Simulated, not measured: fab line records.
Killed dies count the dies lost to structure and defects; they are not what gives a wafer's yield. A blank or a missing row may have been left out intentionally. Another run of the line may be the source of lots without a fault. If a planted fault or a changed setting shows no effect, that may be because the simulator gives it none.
fab line records	flow nandHarc
record lots=24	wafers=72	lastDay=33
route steps=1302 shown P_CONTACT@233 P_M0@267 P_M1@303
lots that met no fault: taken from a fault-free run of the same line
startH: hours from the record's first day to the start of the lot's first wafer shown	waitH: hours since the lot's step before	" identical to the entry in the row above	L1.1+2: one row covering several wafers at once	- no value present, or no start provided	* or withheld: withheld	< > ~ a bound
route shown NAME@n: names a module that has steps shown in the file, with the first one's number in the route	usual: average and standard deviation across the fault-free wafers	same: alike in all rows	chamber/n: place in a boat	sites: per-site readings	_std_site: standard deviation of those values	_edge_site: the outer-site mean with the inner-site mean subtracted	radiusMm: for every site, how far away it sits from the centre of the wafer	mask NAME#n: copy n	behind: the last tool/chamber to shape the wafer	hold: cause of the lot's hold/its duration in hours/its outcome	device: names the non-switching transistor (n, p or np)	end of line: at the end of the route, the tests of the same wafers	a step without rows: its recipe alone	killed: the dies lost at the first sort to structure and to defects; this is not the yield of the wafer	map: dies across one wafer; x = killed, . = not, _ = none there
set.NAME: the setting that was run; set.NAME@STEP: the one run at that earlier step	model.NAME: the simulator's own value behind a step, which no gauge read
the route's steps for a sample of lots (tables are steps, rows are wafers)
services: from which hour (startH, from the record's first day; less than 0 if before it) a tool's chamber was out of use, for how many hours, and why
## steps
# step NHARC_P_CONTACT_OVL_MEAS_13
# usual overlayXNm=0.0/0.76	overlayYNm=0.2/0.97
lot.wafer	tool	chamber	startH	waitH	overlayXNm	overlayYNm
L074.2	overlay-01	-	121.74	-	0.5	-0.4
L074.4	"	-	"	"	0.4	-0.3
L074.6	"	-	"	"	0.3	-0.5
L076.2	overlay-02	-	133.39	-	-1.5	0.8
L076.3	"	-	"	"	-0.8	1.2
L076.5	"	-	"	"	-1.2	0.6
L075.2	overlay-02	-	133.86	-	-0.2	1.2
L075.4	"	-	"	"	-0.4	1.2
L075.6	"	-	"	"	-0.7	0.9
L077.1	overlay-01	-	147.80	-	-0.7	-0.8
L077.3	"	-	"	"	-0.4	-0.1
L077.4	"	-	"	"	-0.6	-0.8
L078.1	overlay-02	-	161.45	-	0.4	-0.2
L078.5	"	-	"	"	0.2	0.0
L078.6	"	-	"	"	0.9	-0.5
L079.2	overlay-02	-	166.64	-	0.5	-0.5
L079.5	"	-	"	"	0.0	-0.3
L079.6	"	-	"	"	-0.4	-0.2
L081.1	overlay-02	-	182.62	-	-0.1	-0.4
L081.3	"	-	"	"	-0.3	-0.5
L081.6	"	-	"	"	-0.3	-0.4
L080.1	overlay-02	-	183.23	-	0.3	0.1
L080.2	"	-	"	"	-0.7	-0.2
L080.3	"	-	"	"	0.0	0.3
L082.2	overlay-01	-	204.50	-	-0.1	0.3
L082.4	"	-	"	"	-0.1	0.4
L082.6	"	-	"	"	-0.1	0.9
L083.2	overlay-01	-	205.93	-	0.6	0.1
L083.4	"	-	"	"	0.5	0.9
L083.5	"	-	"	"	0.5	0.3
L084.1	overlay-01	-	221.26	-	-0.8	0.3
L084.3	"	-	"	"	-0.9	0.0
L084.6	"	-	"	"	-0.5	-0.3
L085.1	overlay-02	-	225.28	-	-0.9	-2.7
L085.2	"	-	"	"	-0.8	-2.1
L085.6	"	-	"	"	-0.8	-2.6
L086.4	overlay-01	-	235.78	-	-0.5	-1.3
L086.5	"	-	"	"	-0.4	-1.7
L086.6	"	-	"	"	-0.3	-1.7
L088.1	overlay-02	-	266.45	-	1.3	-0.2
L088.3	"	-	"	"	0.6	0.1
L088.5	"	-	"	"	0.8	0.2
L087.3	overlay-02	-	266.90	-	-0.9	0.3
L087.5	"	-	"	"	-0.8	0.4
L087.6	"	-	"	"	-1.4	1.4
L089.2	overlay-02	-	275.68	-	0.7	0.3
L089.4	"	-	"	"	0.6	-0.4
L089.6	"	-	"	"	0.6	0.2
L090.1	overlay-01	-	281.03	-	0.7	0.6
L090.4	"	-	"	"	0.8	0.6
L090.6	"	-	"	"	0.9	0.8
L091.2	overlay-01	-	293.77	-	-0.4	1.8
L091.5	"	-	"	"	0.0	1.2
L091.6	"	-	"	"	-0.2	1.3
L092.1	overlay-01	-	298.67	-	0.4	1.3
L092.3	"	-	"	"	-0.1	1.9
L092.5	"	-	"	"	0.3	1.6
L093.3	overlay-01	-	308.48	-	0.9	0.1
L093.4	"	-	"	"	0.8	-0.1
L093.5	"	-	"	"	0.7	-0.6
L094.3	overlay-01	-	320.79	-	-0.4	0.0
L094.5	"	-	"	"	0.0	-0.3
L094.6	"	-	"	"	-0.6	-0.1
L095.1	overlay-01	-	331.05	-	1.6	1.9
L095.2	"	-	"	"	1.4	1.6
L095.6	"	-	"	"	1.8	2.5
L096.2	overlay-01	-	340.24	-	0.9	0.0
L096.5	"	-	"	"	1.0	0.2
L096.6	"	-	"	"	1.6	-0.2
L097.3	overlay-02	-	346.83	-	1.1	0.9
L097.4	"	-	"	"	0.6	0.8
L097.6	"	-	"	"	1.8	0.8
# step NHARC_P_M0_ETCH_34
# recipe targetDepthA=400	overetchA=120	timeS=43.94	ionEnergyEv=200	n2FlowSccm=150	h2FlowSccm=150	arFlowSccm=0	rfW=400	biasW=150	chemistry=N2/H2
# usual biasW=150.0/0.42	drypumpMotorCurrentA=5.6/0.55	oesProductAu=0.997/0.011	rfVppV=431/3.2	showerheadPlenumPTorr=2.05/0.11	throttleValvePct=14.172/0.0098
lot.wafer	tool	chamber	startH	waitH	biasW	drypumpMotorCurrentA	oesProductAu	rfHoursCounterH	rfVppV	showerheadPlenumPTorr	throttleValvePct
L074.2	rieDiel-13	0	125.96	0.1	150.0	5.1	0.992	21	425	1.89	14.170
L074.4	"	2	"	"	149.1	5.7	0.995	21	434	2.18	14.179
L074.6	"	3	"	"	150.4	4.8	0.999	-	428	1.93	14.159
L076.3	rieDiel-13	1	137.79	0.1	150.1	5.7	0.996	22	431	2.10	14.184
L076.2	"	0	"	"	150.5	5.1	1.007	23	426	1.89	14.180
L076.5	"	1	"	"	150.3	5.7	1.001	-	431	2.10	14.191
L075.2	rieDiel-13	3	138.45	0.1	149.0	4.8	0.991	24	427	1.93	14.152
L075.4	"	0	"	"	151.1	5.1	0.995	23	425	1.89	14.175
L075.6	"	3	"	"	149.3	4.8	0.999	-	428	1.93	14.169
L077.3	rieDiel-02	1	152.01	0.1	150.1	5.4	1.000	42	434	2.20	14.187
L077.4	"	3	"	"	149.5	5.3	1.017	31	431	2.06	14.165
L077.1	"	0	"	"	150.3	6.0	0.983	38	428	1.94	14.175
L078.1	rieDiel-10	0	166.10	0.1	149.9	5.5	1.000	36	433	2.14	14.185
L078.6	"	3	"	"	149.2	6.8	1.004	-	434	2.15	14.178
L078.5	"	0	"	"	150.1	5.5	1.000	-	433	2.14	14.174
L079.2	rieDiel-10	3	170.94	0.1	150.2	6.8	1.017	34	434	2.15	14.178
L079.6	"	2	"	"	150.0	5.1	0.999	-	427	1.91	14.178
L079.5	"	3	"	"	150.5	6.7	1.016	-	433	2.15	14.167
L081.1	rieDiel-13	1	187.00	0.1	149.7	5.7	1.008	2	432	2.09	14.163
L081.3	"	0	"	"	150.0	5.1	1.005	2	425	1.89	14.168
L081.6	"	2	"	"	150.6	5.7	1.004	-	435	2.18	14.173
L080.3	rieDiel-10	0	187.78	0.1	150.1	5.5	0.998	41	433	2.14	14.184
L080.1	"	1	"	"	150.2	6.5	1.002	30	428	1.97	14.160
L080.2	"	2	"	"	150.3	5.2	0.991	38	427	1.91	14.184
L082.2	rieDiel-13	0	208.76	0.1	150.2	5.1	1.002	5	427	1.89	14.183
L082.4	"	1	"	"	149.7	5.7	0.991	6	431	2.09	14.183
L082.6	"	2	"	"	149.5	5.7	0.983	-	433	2.18	14.179
L083.2	rieDiel-10	2	210.19	0.1	149.7	5.1	1.002	43	426	1.90	14.177
L083.4	"	3	"	"	150.0	6.8	1.012	43	434	2.15	14.170
L083.5	"	0	"	"	149.9	5.5	1.001	-	433	2.14	14.175
L084.1	rieDiel-10	2	225.48	0.1	150.4	5.1	0.992	47	426	1.90	14.181
L084.3	"	3	"	"	149.7	6.7	1.017	48	433	2.15	14.163
L084.6	"	1	"	"	150.0	6.5	1.005	-	427	1.97	14.167
L085.1	rieDiel-13	3	229.50	0.1	150.3	4.8	0.982	8	426	1.93	14.187
L085.2	"	1	"	"	150.1	5.7	0.983	9	431	2.09	14.188
L085.6	"	2	"	"	150.1	5.7	0.985	-	435	2.18	14.168
L086.4	rieDiel-13	3	240.14	0.1	149.8	4.8	0.991	10	427	1.93	14.164
L086.6	"	3	"	"	150.8	4.8	0.988	-	427	1.93	14.151
L086.5	"	0	"	"	150.0	5.1	1.014	-	426	1.89	14.180
L088.3	rieDiel-13	0	270.80	0.1	150.2	5.1	1.006	15	426	1.89	14.167
L088.1	"	1	"	"	149.6	5.7	0.994	14	432	2.09	14.163
L088.5	"	3	"	"	150.7	4.8	0.985	-	427	1.92	14.166
L087.3	rieDiel-13	1	271.55	0.1	150.4	5.7	0.986	14	432	2.09	14.163
L087.5	"	2	"	"	149.9	5.7	0.998	-	435	2.17	14.162
L087.6	"	3	"	"	150.1	4.8	0.994	-	428	1.92	14.165
L089.2	rieDiel-13	2	280.23	0.1	149.7	5.7	0.990	13	433	2.17	14.175
L089.4	"	0	"	"	149.9	5.1	0.999	16	426	1.89	14.169
L089.6	"	1	"	"	149.9	5.7	0.977	-	432	2.09	14.164
L090.1	rieDiel-13	3	285.54	0.1	150.4	4.8	0.978	16	428	1.92	14.177
L090.4	"	0	"	"	150.5	5.1	0.999	16	425	1.89	14.161
L090.6	"	2	"	"	150.0	5.7	0.982	-	434	2.17	14.178
L091.2	rieDiel-02	2	298.15	0.1	150.3	6.3	1.000	27	433	2.13	14.173
L091.6	"	1	"	"	150.5	5.3	1.005	-	434	2.18	14.181
L091.5	"	2	"	"	150.4	6.2	0.995	-	433	2.13	14.162
L092.1	rieDiel-13	1	303.10	0.1	149.7	5.7	0.996	19	431	2.09	14.183
L092.3	"	2	"	"	150.1	5.7	0.992	16	435	2.17	14.185
L092.5	"	2	"	"	150.0	5.7	0.995	-	433	2.17	14.166
L093.3	rieDiel-02	2	312.86	0.1	150.1	6.3	0.989	31	433	2.12	14.171
L093.4	"	3	"	"	150.3	5.3	1.015	33	430	2.04	14.175
L093.5	"	2	"	"	149.9	6.3	0.994	-	431	2.12	14.172
L094.3	rieDiel-02	2	325.15	0.1	149.9	6.2	0.993	35	435	2.12	14.149
L094.5	"	3	"	"	150.3	5.3	1.012	-	431	2.03	14.184
L094.6	"	0	"	"	150.1	6.0	0.984	-	427	1.92	14.168
L095.2	rieDiel-02	2	335.41	0.1	149.4	6.2	1.008	40	434	2.12	14.159
L095.1	"	0	"	"	149.3	6.0	0.989	36	426	1.92	14.162
L095.6	"	2	"	"	149.4	6.2	1.001	-	432	2.12	14.175
L096.2	rieDiel-02	0	344.49	0.1	150.1	6.0	0.984	38	427	1.92	14.159
L096.6	"	2	"	"	150.2	6.3	1.003	-	433	2.12	14.181
L096.5	"	3	"	"	150.1	5.3	1.014	-	429	2.03	14.172
L097.3	rieDiel-13	1	351.34	0.1	150.2	5.7	0.995	0	432	2.08	14.162
L097.4	"	2	"	"	149.7	5.7	1.002	-	433	2.17	14.170
L097.6	"	0	"	"	150.3	5.1	1.015	-	429	1.88	14.188
# step NHARC_P_M0_PRE_CLEAN_29
# recipe timeS=30	tempC=280	gas=H2/He
# usual heaterPowerW=401/37
lot.wafer	tool	chamber	startH	waitH	heaterPowerW
L074.2	pvdSputter-02	-	-	-	403
L074.4	"	-	"	"	427
L074.6	"	-	"	"	308
L076.2	pvdSputter-03	-	-	-	416
L076.3	"	-	"	"	334
L076.5	"	-	"	"	436
L075.2	pvdSputter-01	-	-	-	439
L075.4	"	-	"	"	389
L075.6	"	-	"	"	440
L077.4	pvdSputter-02	-	-	-	318
L077.1	"	-	"	"	391
L077.3	"	-	"	"	413
L078.1	pvdSputter-03	-	-	-	413
L078.6	"	-	"	"	340
L078.5	"	-	"	"	422
L079.2	pvdSputter-02	-	-	-	405
L079.5	"	-	"	"	317
L079.6	"	-	"	"	400
L081.3	pvdSputter-01	-	-	-	375
L081.1	"	-	"	"	414
L081.6	"	-	"	"	386
L080.1	pvdSputter-01	-	-	-	423
L080.3	"	-	"	"	421
L080.2	"	-	"	"	385
L082.2	pvdSputter-03	-	-	-	435
L082.4	"	-	"	"	431
L082.6	"	-	"	"	448
L083.4	pvdSputter-01	-	-	-	381
L083.2	"	-	"	"	382
L083.5	"	-	"	"	379
L084.3	pvdSputter-03	-	-	-	351
L084.1	"	-	"	"	426
L084.6	"	-	"	"	342
L085.1	pvdSputter-03	-	-	-	415
L085.2	"	-	"	"	338
L085.6	"	-	"	"	416
L086.4	pvdSputter-03	-	-	-	453
L086.5	"	-	"	"	426
L086.6	"	-	"	"	412
L088.1	pvdSputter-02	-	-	-	405
L088.3	"	-	"	"	437
L088.5	"	-	"	"	385
L087.3	pvdSputter-03	-	-	-	444
L087.5	"	-	"	"	342
L087.6	"	-	"	"	449
L089.4	pvdSputter-01	-	-	-	392
L089.2	"	-	"	"	437
L089.6	"	-	"	"	403
L090.1	pvdSputter-01	-	-	-	388
L090.4	"	-	"	"	393
L090.6	"	-	"	"	430
L091.2	pvdSputter-01	-	-	-	387
L091.6	"	-	"	"	415
L091.5	"	-	"	"	438
L092.1	pvdSputter-03	-	-	-	336
L092.3	"	-	"	"	446
L092.5	"	-	"	"	409
L093.4	pvdSputter-02	-	-	-	421
L093.3	"	-	"	"	353
L093.5	"	-	"	"	422
L094.3	pvdSputter-02	-	-	-	389
L094.5	"	-	"	"	425
L094.6	"	-	"	"	357
L095.2	pvdSputter-01	-	-	-	392
L095.1	"	-	"	"	432
L095.6	"	-	"	"	409
L096.2	pvdSputter-03	-	-	-	333
L096.6	"	-	"	"	339
L096.5	"	-	"	"	437
L097.4	pvdSputter-02	-	-	-	383
L097.3	"	-	"	"	422
L097.6	"	-	"	"	392
# step NHARC_P_M0_CMP_23
# recipe tOverpolishS=20	targetThkNm=117.54
# usual motorCurrentA=12.7/1.1	retainingRingPressureFrac=1.000/0.0048	slurryFilterDpKPa=13.49/0.12	timeToEndpointS=30/3.1
lot.wafer	tool	chamber	startH	waitH	motorCurrentA	retainingRingPressureFrac	slurryFilterDpKPa	timeToEndpointS
L074.4	cmp-03	2	127.88	-	12.9	1.001	13.51	30
L074.2	"	3	"	"	11.2	0.995	13.36	27
L074.6	"	3	"	"	11.7	0.991	13.62	28
L076.3	cmp-01	3	139.75	-	12.2	0.996	13.63	31
L076.2	"	1	"	"	12.6	0.987	13.40	29
L076.5	"	3	"	"	12.6	1.000	13.46	30
L075.2	cmp-02	0	140.43	-	11.8	1.004	13.43	33
L075.4	"	1	"	"	14.4	0.995	13.40	31
L075.6	"	3	"	"	14.3	1.003	13.37	31
L077.4	cmp-03	3	153.99	-	11.5	0.994	13.51	31
L077.3	"	0	"	"	12.5	1.004	13.35	31
L077.1	"	1	"	"	13.6	1.005	13.42	29
L078.1	cmp-02	3	168.14	-	13.3	0.995	13.57	30
L078.5	"	1	"	"	14.0	1.004	13.26	29
L078.6	"	2	"	"	11.4	0.996	13.41	31
L079.2	cmp-03	2	172.99	-	12.6	1.001	13.56	25
L079.5	"	0	"	"	12.9	0.997	13.46	27
L079.6	"	1	"	"	13.0	1.007	13.39	26
L081.3	cmp-03	3	188.92	-	11.0	1.008	13.67	25
L081.1	"	0	"	"	13.6	1.000	13.80	25
L081.6	"	0	"	"	12.9	1.007	13.62	25
L080.2	cmp-01	3	189.68	-	11.7	1.001	13.29	30
L080.1	"	0	"	"	15.8	0.999	13.60	26
L080.3	"	2	"	"	13.2	1.004	13.54	32
L082.2	cmp-02	3	210.69	-	14.5	0.992	13.57	29
L082.4	"	0	"	"	12.5	0.993	13.49	32
L082.6	"	0	"	"	12.6	0.996	13.53	33
L083.4	cmp-02	0	212.14	-	12.5	0.997	13.45	33
L083.2	"	1	"	"	13.9	0.999	13.38	30
L083.5	"	0	"	"	11.9	0.994	13.50	32
L084.3	cmp-02	3	227.48	-	14.0	1.003	13.42	32
L084.1	"	0	"	"	12.3	1.001	13.43	32
L084.6	"	2	"	"	10.6	1.005	13.50	32
L085.2	cmp-03	3	231.41	-	11.4	0.999	13.64	26
L085.1	"	2	"	"	12.8	1.003	13.49	27
L085.6	"	0	"	"	13.4	0.997	13.50	30
L086.4	cmp-02	1	242.06	-	14.4	0.998	13.64	31
L086.5	"	1	"	"	14.6	1.003	13.37	32
L086.6	"	2	"	"	11.0	0.996	13.36	31
L088.3	cmp-01	1	272.70	-	12.5	0.995	13.72	28
L088.1	"	2	"	"	13.0	1.007	13.57	34
L088.5	"	1	"	"	12.4	1.005	13.48	28
L087.3	cmp-03	1	273.96	-	12.5	0.995	13.53	27
L087.6	"	3	"	"	11.3	1.003	13.70	27
L087.5	"	0	"	"	12.9	1.005	13.50	29
L089.2	cmp-03	0	282.14	-	12.9	1.000	13.70	29
L089.4	"	1	"	"	12.8	1.002	13.57	30
L089.6	"	0	"	"	12.2	1.004	13.43	30
L090.4	cmp-03	0	287.49	-	12.5	0.999	13.60	28
L090.1	"	1	"	"	13.0	1.008	13.52	26
L090.6	"	0	"	"	12.7	0.994	13.47	28
L091.2	cmp-01	0	300.13	-	15.0	1.001	13.50	30
L091.5	"	1	"	"	12.6	0.997	13.61	32
L091.6	"	2	"	"	13.6	0.993	13.61	32
L092.3	cmp-02	3	305.07	-	13.5	1.001	13.67	34
L092.1	"	0	"	"	12.1	1.010	13.42	36
L092.5	"	2	"	"	10.8	1.000	13.39	35
L093.3	cmp-02	3	314.78	-	13.3	1.006	13.57	31
L093.4	"	0	"	"	12.7	0.999	13.60	33
L093.5	"	3	"	"	14.3	1.001	13.49	32
L094.3	cmp-02	0	327.10	-	12.7	0.997	13.38	32
L094.5	"	2	"	"	11.3	0.995	13.42	32
L094.6	"	3	"	"	13.5	0.992	13.37	33
L095.1	cmp-02	2	337.37	-	11.0	1.001	13.34	31
L095.2	"	3	"	"	13.5	1.000	13.67	30
L095.6	"	1	"	"	13.7	0.997	13.24	29
L096.2	cmp-03	2	346.52	-	12.2	0.997	13.39	25
L096.6	"	2	"	"	12.2	1.007	13.32	23
L096.5	"	3	"	"	10.7	1.001	13.37	22
L097.3	cmp-01	3	353.34	-	11.8	1.005	13.46	31
L097.4	"	0	"	"	15.2	1.002	13.23	24
L097.6	"	0	"	"	14.7	0.999	13.29	28
# step NHARC_P_M1_ETCH_28
# recipe targetDepthA=300	overEtchFrac=0.3	timeS=72.99	ionEnergyEv=150	cf4FlowSccm=50	n2FlowSccm=100	arFlowSccm=150	rfW=300	biasW=100	chemistry=CF4/N2
# usual biasW=99.9/0.31	drypumpMotorCurrentA=5.7/0.48	oesProductAu=0.999/0.0087	rfVppV=314.9/1.7	showerheadPlenumPTorr=2.66/0.093	throttleValvePct=19.794/0.009
# same overEtchFrac=0.3
lot.wafer	tool	chamber	startH	waitH	biasW	drypumpMotorCurrentA	oesProductAu	rfHoursCounterH	rfVppV	showerheadPlenumPTorr	throttleValvePct
L074.4	rieDiel-07	0	-	-	99.6	5.5	0.988	0	316.3	2.67	19.807
L074.2	"	1	"	"	99.7	5.3	0.986	0	310.4	2.48	19.779
L074.6	"	3	"	"	100.4	5.7	0.996	-	315.7	2.71	19.796
L076.3	rieDiel-06	0	-	-	100.3	5.8	0.998	0	314.2	2.57	19.780
L076.2	"	2	"	"	100.0	6.7	0.998	0	313.5	2.62	19.803
L076.5	"	3	"	"	99.7	5.8	0.997	-	315.0	2.73	19.784
L075.2	rieDiel-06	2	-	-	100.1	6.6	0.996	0	313.3	2.62	19.794
L075.4	"	1	"	"	100.0	5.9	0.997	0	317.3	2.82	19.793
L075.6	"	3	"	"	99.7	5.8	0.997	-	316.5	2.73	19.794
L077.3	rieDiel-07	0	-	-	99.6	5.5	1.009	2	315.5	2.67	19.809
L077.4	"	1	"	"	100.0	5.3	0.998	1	311.1	2.48	19.789
L077.1	"	2	"	"	100.0	4.8	1.014	2	316.5	2.72	19.788
L078.1	rieDiel-06	3	-	-	99.6	5.8	0.983	2	316.6	2.73	19.792
L078.5	"	2	"	"	100.1	6.6	0.981	-	314.4	2.62	19.796
L078.6	"	3	"	"	100.2	5.8	0.993	-	315.4	2.73	19.809
L079.2	rieDiel-07	0	-	-	100.0	5.5	0.995	4	314.4	2.66	19.798
L079.5	"	3	"	"	100.2	5.7	1.001	-	315.1	2.71	19.793
L079.6	"	0	"	"	100.0	5.5	0.994	-	316.4	2.66	19.811
L081.3	rieDiel-07	3	-	-	99.7	5.7	0.990	5	315.3	2.71	19.791
L081.1	"	0	"	"	99.6	5.5	0.992	5	316.6	2.66	19.799
L081.6	"	0	"	"	99.6	5.5	1.012	-	314.9	2.66	19.805
L080.1	rieDiel-07	1	-	-	99.9	5.3	0.993	5	312.2	2.48	19.804
L080.2	"	2	"	"	99.8	4.8	1.003	3	315.1	2.72	19.793
L080.3	"	0	"	"	99.1	5.5	0.987	5	314.5	2.66	19.797
L082.2	rieDiel-06	0	-	-	99.9	5.8	1.003	5	313.0	2.57	19.805
L082.4	"	1	"	"	100.0	5.9	1.002	5	317.3	2.81	19.793
L082.6	"	2	"	"	99.9	6.6	0.996	-	313.6	2.62	19.792
L083.2	rieDiel-11	1	-	-	99.8	5.4	1.001	34	315.3	2.71	19.808
L083.4	"	3	"	"	100.6	6.2	0.988	32	313.4	2.52	19.786
L083.5	"	0	"	"	100.0	5.4	1.008	-	318.8	2.80	19.801
L084.1	rieDiel-07	2	-	-	99.8	4.8	1.015	7	316.8	2.72	19.797
L084.3	"	0	"	"	99.7	5.5	0.994	9	315.4	2.66	19.809
L084.6	"	2	"	"	100.2	4.8	1.012	-	315.6	2.72	19.801
L085.1	rieDiel-07	2	-	-	99.3	4.8	1.009	7	317.2	2.72	19.795
L085.2	"	3	"	"	99.9	5.7	0.996	9	314.4	2.70	19.790
L085.6	"	0	"	"	99.6	5.5	1.002	-	314.4	2.66	19.794
L086.4	rieDiel-06	0	-	-	99.3	5.8	0.990	7	313.8	2.57	19.814
L086.5	"	1	"	"	100.0	5.9	1.005	-	317.1	2.81	19.791
L086.6	"	2	"	"	99.6	6.6	0.995	-	315.5	2.62	19.809
L088.1	rieDiel-07	2	-	-	100.1	4.8	1.004	11	317.1	2.72	19.803
L088.3	"	0	"	"	100.4	5.5	0.999	12	315.6	2.66	19.790
L088.5	"	3	"	"	100.5	5.7	1.002	-	315.0	2.70	19.795
L087.3	rieDiel-07	3	-	-	99.9	5.7	1.002	12	315.8	2.70	19.789
L087.6	"	2	"	"	100.0	4.8	1.013	-	315.9	2.72	19.797
L087.5	"	3	"	"	99.7	5.7	0.988	-	316.0	2.70	19.798
L089.2	rieDiel-06	0	-	-	99.4	5.8	0.995	9	314.2	2.57	19.789
L089.4	"	1	"	"	100.8	5.9	1.005	9	317.6	2.81	19.773
L089.6	"	0	"	"	99.7	5.9	0.991	-	312.8	2.57	19.794
L090.1	rieDiel-07	0	-	-	101.0	5.5	1.007	15	314.1	2.66	19.794
L090.4	"	0	"	"	100.0	5.5	1.004	-	313.7	2.66	19.781
L090.6	"	1	"	"	100.2	5.3	0.995	-	312.7	2.47	19.788
L091.2	rieDiel-06	3	-	-	100.1	5.8	0.984	11	316.8	2.72	19.821
L091.5	"	0	"	"	99.6	5.8	0.990	-	313.7	2.57	19.791
L091.6	"	1	"	"	100.3	5.9	0.992	-	317.1	2.81	19.796
L092.1	rieDiel-07	3	-	-	99.3	5.7	1.007	0	316.1	2.70	19.787
L092.3	"	0	"	"	100.0	5.5	0.992	0	314.3	2.66	19.795
L092.5	"	0	"	"	99.9	5.5	0.991	-	315.6	2.66	19.792
L093.3	rieDiel-07	2	-	-	100.0	4.8	1.011	0	315.8	2.71	19.807
L093.4	"	3	"	"	99.8	5.7	1.003	1	314.9	2.70	19.795
L093.5	"	1	"	"	99.7	5.3	1.011	-	311.1	2.47	19.805
L094.3	rieDiel-06	1	-	-	100.3	5.9	1.019	0	317.6	2.81	19.803
L094.5	"	2	"	"	100.0	6.6	0.984	-	314.6	2.62	19.815
L094.6	"	3	"	"	99.5	5.8	0.998	-	315.5	2.72	19.779
L095.1	rieDiel-07	0	-	-	100.2	5.5	0.993	3	315.4	2.66	19.779
L095.2	"	1	"	"	100.0	5.3	1.006	3	311.6	2.47	19.782
L095.6	"	3	"	"	100.3	5.7	1.003	-	315.1	2.70	19.777
L096.2	rieDiel-06	0	-	-	100.2	5.8	1.005	2	313.9	2.57	19.793
L096.5	"	1	"	"	99.1	5.9	1.019	-	316.9	2.81	19.792
L096.6	"	2	"	"	100.1	6.6	0.996	-	315.7	2.62	19.785
L097.4	rieDiel-06	0	-	-	99.9	5.8	1.008	2	312.2	2.57	19.790
L097.3	"	1	"	"	100.0	5.9	1.027	2	316.4	2.81	19.787
L097.6	"	2	"	"	100.1	6.6	1.012	-	314.9	2.62	19.797
# step NHARC_P_M1_PRE_CLEAN_32
# recipe timeS=12	tempC=370	rfPowerW=300	gas=NH3
# usual heaterPowerW=637/81
lot.wafer	tool	chamber	startH	waitH	heaterPowerW
L074.2	pecvd-03	1	132.56	0.1	593
L074.6	"	1	"	"	599
L074.4	"	2	"	"	573
L076.3	pecvd-03	0	144.30	0.1	651
L076.2	"	2	"	"	595
L076.5	"	0	"	"	656
L075.2	pecvd-03	1	145.08	0.1	621
L075.6	"	1	"	"	605
L075.4	"	2	"	"	581
L077.3	pecvd-01	1	158.66	0.1	533
L077.1	"	2	"	"	753
L077.4	"	1	"	"	533
L078.1	pecvd-01	0	172.74	0.1	683
L078.6	"	0	"	"	665
L078.5	"	1	"	"	494
L079.2	pecvd-01	0	177.67	0.1	764
L079.6	"	1	"	"	462
L079.5	"	0	"	"	766
L081.1	pecvd-01	1	193.60	0.1	555
L081.3	"	2	"	"	750
L081.6	"	1	"	"	545
L080.1	pecvd-01	2	194.47	0.1	755
L080.2	"	0	"	"	756
L080.3	"	1	"	"	536
L082.2	pecvd-01	0	215.26	0.1	779
L082.6	"	0	"	"	781
L082.4	"	1	"	"	539
L083.2	pecvd-03	2	216.84	0.1	568
L083.5	"	0	"	"	569
L083.4	"	1	"	"	601
L084.3	pecvd-04	2	232.15	0.1	722
L084.1	"	0	"	"	594
L084.6	"	1	"	"	692
L085.1	pecvd-03	2	236.11	0.1	581
L085.2	"	0	"	"	575
L085.6	"	2	"	"	565
L086.5	pecvd-01	1	246.88	0.1	502
L086.6	"	2	"	"	725
L086.4	"	0	"	"	756
L088.3	pecvd-01	1	277.83	0.2	492
L088.1	"	2	"	"	650
L088.5	"	0	"	"	700
L087.3	pecvd-03	2	278.84	0.1	522
L087.6	"	1	"	"	667
L087.5	"	0	"	"	556
L089.2	pecvd-01	2	286.91	0.1	729
L089.6	"	0	"	"	748
L089.4	"	1	"	"	536
L090.1	pecvd-04	1	292.25	0.1	656
L090.6	"	0	"	"	575
L090.4	"	2	"	"	672
L091.2	pecvd-04	2	304.66	0.1	657
L091.6	"	1	"	"	723
L091.5	"	2	"	"	671
L092.3	pecvd-01	2	309.70	0.1	678
L092.1	"	0	"	"	679
L092.5	"	1	"	"	548
L093.3	pecvd-03	1	319.63	0.2	583
L093.4	"	0	"	"	645
L093.5	"	1	"	"	598
L094.3	pecvd-04	2	331.77	0.1	589
L094.6	"	1	"	"	663
L094.5	"	2	"	"	598
L095.1	pecvd-03	2	342.20	0.1	571
L095.2	"	0	"	"	671
L095.6	"	1	"	"	642
L096.2	pecvd-01	2	351.42	0.1	651
L096.6	"	2	"	"	665
L096.5	"	0	"	"	698
L097.3	pecvd-04	1	358.03	0.1	739
L097.6	"	2	"	"	704
L097.4	"	0	"	"	598
## services
tool	chamber	startH	hours	kind
cmp-02	-	104.72	2.2	repair
rieDiel-13	3	112.47	9.0	repair
pvdSputter-03	-	113.37	1.7	repair
rieDiel-07	-	117.20	9.0	pm
pecvd-01	-	130.00	13.0	pm
rieDiel-06	-	130.20	9.0	pm
cmp-02	-	136.21	4.0	pm
cmp-03	-	143.42	4.3	repair
cmp-02	-	153.52	0.8	repair
rieDiel-07	2	162.96	19.0	repair
rieDiel-13	-	165.09	9.0	pm
rieDiel-13	2	198.19	6.8	repair
cmp-02	-	216.66	0.6	repair
cmp-02	-	230.80	1.7	repair
cmp-02	-	234.21	4.0	pm
rieDiel-07	3	264.80	9.4	repair
rieDiel-07	3	276.96	22.8	repair
rieDiel-07	-	294.20	9.0	pm
rieDiel-06	-	307.20	9.0	pm
pecvd-01	-	311.00	13.0	pm
cmp-02	-	332.21	4.0	pm
rieDiel-07	-	338.27	0.5	repair
rieDiel-13	-	342.09	9.0	pm
rieDiel-13	3	351.20	27.0	repair
## key
fault none
